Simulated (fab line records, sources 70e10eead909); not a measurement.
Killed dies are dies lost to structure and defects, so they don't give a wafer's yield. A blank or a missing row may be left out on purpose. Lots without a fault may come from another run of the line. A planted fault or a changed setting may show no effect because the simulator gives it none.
fab line records | flow nand_harc
record lots=7 wafers=21 last_day=33
route steps=1302 shown A_STAIRCASE@813
lots that met no fault: from a run of the same line without faults
start_h: hours from the record's first day to the start of the lot's first wafer shown | wait_h: hours since the lot's step before | " the same as in the row above | L1.1+2: a row that stands for several wafers | - no value, or no start given | * or withheld: withheld | < > ~ a bound
route shown NAME@n: a module of which the file shows steps, and the number in the route of the first | usual: mean/standard deviation of fault-free wafers | same: alike in all rows | chamber/n: place in a boat | sites: the reading at each site | _std_site: their standard deviation | _edge_site: outer sites' mean less inner sites' | radius_mm: how far each site lies from the wafer's centre | mask NAME#n: copy n | behind: the tool/chamber that last shaped the wafer | hold: why the lot was held/for how many hours/how that ended | device: the transistor (n, p or np) that didn't switch | end of line: the same wafers' tests at the end of the route | a step without rows: its recipe alone | killed: dies lost to structure and defects at the first sort, not the wafer's yield | map: a wafer's dies, x killed, . not, _ none there
set.NAME: the setting as run; set.NAME@STEP: as run at that earlier step | model.NAME: the simulator's own value behind a step, which no gauge read
lots at some steps of the route; a table a step, a row a wafer
services: from which hour (start_h, from the record's first day; less than 0 if before it) a tool's chamber was out of use, for how many hours, and why
## steps
# step NHARC_A_STAIRCASE_STRIP_295
# recipe o2_flow_sccm=500 ar_flow_sccm=0 bias_w=0 chemistry=O2
# usual drypump_motor_current_A=6.05/0.3 oes_product_au=0.999/0.0087 rf_vpp_V=57.8/0.94 showerhead_plenum_p_Torr=3.53/0.12 throttle_valve_pct=17.036/0.0084
# columns lot.wafer tool chamber start_h wait_h drypump_motor_current_A oes_product_au rf_hours_counter_h rf_vpp_V showerhead_plenum_p_Torr throttle_valve_pct
L386.1 rie_diel-03 0 - - 6.05 1.010 38 57.1 3.49 17.045
L386.2 " 1 " " 6.31 0.998 36 58.9 3.46 17.034
L386.5 " 0 " " 6.05 1.006 - 56.4 3.49 17.025
L389.1 rie_diel-03 3 - - 6.24 0.996 42 58.4 3.66 17.039
L389.2 " 0 " " 6.06 1.004 47 56.1 3.49 17.046
L389.6 " 2 " " 6.04 0.990 - 57.1 3.72 17.023
L395.3 rie_diel-01 0 - - 5.67 0.990 26 57.5 3.51 17.032
L395.1 " 1 " " 6.48 0.994 29 57.2 3.43 17.032
L395.5 " 0 " " 5.70 0.993 - 59.9 3.52 17.044
L394.2 rie_diel-01 0 - - 5.65 0.990 28 57.7 3.51 17.052
L394.1 " 1 " " 6.47 0.993 31 57.7 3.43 17.052
L394.5 " 0 " " 5.65 0.998 - 57.9 3.51 17.028
L398.1 rie_diel-01 2 - - 6.01 0.991 38 57.9 3.40 17.035
L398.4 " 3 " " 6.46 0.989 35 57.4 3.52 17.036
L398.2 " 0 " " 5.68 1.012 36 60.1 3.51 17.042
L400.4 rie_diel-03 3 - - 6.21 0.990 15 57.8 3.65 17.034
L400.2 " 2 " " 6.02 1.002 18 57.3 3.71 17.036
L400.6 " 3 " " 6.17 0.987 - 57.1 3.65 17.036
L407.4 rie_diel-07 2 - - 5.68 0.999 41 56.8 3.30 17.032
L407.1 " 0 " " 5.13 0.987 32 57.3 3.46 17.021
L407.3 " 1 " " 6.03 0.984 41 58.2 3.47 17.045
# step NHARC_A_STAIRCASE_STRIP_296
# recipe time_s=900 temp_c=130 chemistry=SPM
# step NHARC_A_STAIRCASE_PRECLEAN_297
# recipe time_s=* temp_c=50 bath_age_min=0 chemistry=SC1
# step NHARC_A_STAIRCASE_SRD_298
# step NHARC_A_STAIRCASE_HM_DEP_462
# recipe target_thk_a=8000 temp_c=400 material=aC
# usual throttle_valve_pct=35.001/0.0086
# columns lot.wafer tool chamber start_h wait_h throttle_valve_pct
L386.1 acl_dep-02 0 405.23 2.7 35.000
L386.2 " 0 " " 34.995
L386.5 " 0 " " 34.997
L389.1 acl_dep-01 0 425.09 3.0 35.000
L389.2 " 0 " " 35.003
L389.6 " 0 426.59 4.5 35.003
L395.1 acl_dep-01 0 485.00 3.3 34.998
L395.3 " 0 " " 34.992
L395.5 " 0 " " 35.012
L394.1 acl_dep-01 0 494.32 4.0 34.996
L394.2 " 0 " " 35.007
L394.5 " 0 " " 35.006
L398.1 acl_dep-02 0 513.21 2.3 35.007
L398.2 " 0 " " 35.005
L398.4 " 0 " " 34.991
L400.2 acl_dep-01 0 535.45 2.9 34.995
L400.4 " 0 " " 35.005
L400.6 " 0 " " 35.004
L407.1 acl_dep-01 0 603.21 2.4 35.003
L407.3 " 0 " " 34.992
L407.4 " 0 " " 34.984
# step NHARC_A_STAIRCASE_DEP_301
# recipe target_thk_a=300 target_thk_nm=30 temp_c=400 pressure_torr=3.5 flow_sccm=200 rf_w=350 material=SiON
# usual heater_power_w=733/79
# columns lot.wafer tool chamber start_h wait_h heater_power_w
L386.1 pecvd-04 1 407.08 1.5 831
L386.2 " 0 " " 707
L386.5 " 1 " " 812
L389.1 pecvd-02 2 426.92 1.5 693
L389.2 " 1 " " 744
L389.6 " 0 " " 673
L395.3 pecvd-02 1 486.86 0.9 832
L395.1 " 2 " " 680
L395.5 " 0 " " 760
L394.1 pecvd-04 2 496.21 1.6 710
L394.2 " 0 " " 746
L394.5 " 2 " " 721
L398.2 pecvd-04 2 515.08 1.3 675
L398.1 " 0 " " 645
L398.4 " 1 " " 747
L400.2 pecvd-02 1 537.06 1.3 755
L400.4 " 2 " " 584
L400.6 " 1 " " 782
L407.1 pecvd-04 1 605.14 1.6 807
L407.3 " 2 " " 766
L407.4 " 2 " " 789
# step NHARC_A_STAIRCASE_DEHYDRATE_302
# recipe temp_c=150 time_s=120
# step NHARC_A_STAIRCASE_HMDS_303
# recipe time_s=30
# step NHARC_A_STAIRCASE_COAT_304
# recipe spin_rpm=1200
# step NHARC_A_STAIRCASE_SOFTBAKE_305
# recipe temp_c=135 time_s=170
# step NHARC_A_STAIRCASE_EBR_306
# step NHARC_A_STAIRCASE_EXPOSE_307
# recipe na=0.5 dose_mj=45.72 mask_id=CHOP_50
# usual exposure_dose_mJ_cm2=45.66/0.055
# same na=0.5
# columns lot.wafer tool chamber start_h wait_h mask exposure_dose_mJ_cm2
L386.1 krf_scanner-03 0 407.68 - CHOP_50#0 45.65
L386.2 " 0 " " CHOP_50#0 45.67
L386.5 " 0 " " CHOP_50#0 45.65
L389.1 krf_scanner-02 0 427.52 - CHOP_50#0 45.64
L389.2 " 0 " " CHOP_50#0 45.59
L389.6 " 0 " " CHOP_50#0 45.56
L395.1 krf_scanner-02 0 487.34 - CHOP_50#0 43.44
L395.3 " 0 " " CHOP_50#0 43.39
L395.5 " 0 " " CHOP_50#0 43.36
L394.1 krf_scanner-04 0 496.79 - CHOP_50#0 45.72
L394.2 " 0 " " CHOP_50#0 45.67
L394.5 " 0 " " CHOP_50#0 45.74
L398.1 krf_scanner-02 0 515.66 - CHOP_50#0 43.86
L398.2 " 0 " " CHOP_50#0 43.96
L398.4 " 0 " " CHOP_50#0 43.88
L400.2 krf_scanner-02 0 537.61 - CHOP_50#0 44.17
L400.4 " 0 " " CHOP_50#0 44.13
L400.6 " 0 " " CHOP_50#0 44.16
L407.1 krf_scanner-03 0 605.71 - CHOP_50#0 45.58
L407.3 " 0 " " CHOP_50#0 45.62
L407.4 " 0 " " CHOP_50#0 45.61
# step NHARC_A_STAIRCASE_PEB_308
# recipe peb_temp_c=115 peb_time_s=130
## services
# columns tool chamber start_h hours kind
rie_diel-01 - 385.22 9.0 pm
krf_scanner-02 - 388.53 2.4 repair
krf_scanner-03 - 396.00 4.0 pm
pecvd-02 - 408.11 13.0 pm
rie_diel-03 3 412.11 5.2 repair
acl_dep-02 - 427.45 13.0 pm
pecvd-04 - 430.49 0.8 repair
pecvd-02 - 436.18 0.5 repair
krf_scanner-02 - 438.00 4.0 pm
pecvd-04 - 444.55 1.4 repair
rie_diel-03 - 458.41 9.0 pm
pecvd-02 1 461.19 2.4 repair
rie_diel-07 1 464.75 7.1 repair
krf_scanner-02 - 469.84 0.2 repair
pecvd-04 - 483.09 13.0 pm
rie_diel-03 3 497.25 12.1 repair
acl_dep-01 - 550.27 13.0 pm
pecvd-02 - 551.95 0.9 repair
pecvd-02 - 560.78 1.1 repair
rie_diel-01 - 562.26 9.0 pm
krf_scanner-02 - 566.61 1.7 repair
krf_scanner-03 - 568.00 4.0 pm
pecvd-02 - 589.11 13.0 pm
rie_diel-03 2 599.68 6.0 repair
## key
first_sign step=NHARC_A_STAIRCASE_EXPOSE_307 reading=exposure_dose_mJ_cm2 direction=down sigmas=33 usual=45.66 struck=43.82
effect none on later readings
met_at NHARC_A_STAIRCASE_EXPOSE_307
struck_wafers L395.1,L395.3,L395.5,L398.1,L398.2,L398.4,L400.2,L400.4,L400.6
tester_left_out L395,L398,L400
loop_trim step=NHARC_A_STAIRCASE_EXPOSE_307 setting=dose lots=L398,L400
onset_between 427.52 487.34
fault kind=process_parameter_drift tool=krf_scanner-02 chamber=- onset_h=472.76 steps=NHARC_A_STAIRCASE_EXPOSE_307 channel=dose_mj offset=-2.214 shape=step acts_in=these_recipes_only stated=45.72
# tester_left_out: of these lots the tester's yield and bins aren't shown, on N5 and GAA mostly nor the transistor test; their killed dies are dies lost to structure and defects alone, not to doping, threshold or leakage, so they don't give the yield
# loop_trim: a control loop set the setting to another value than it would have without faults
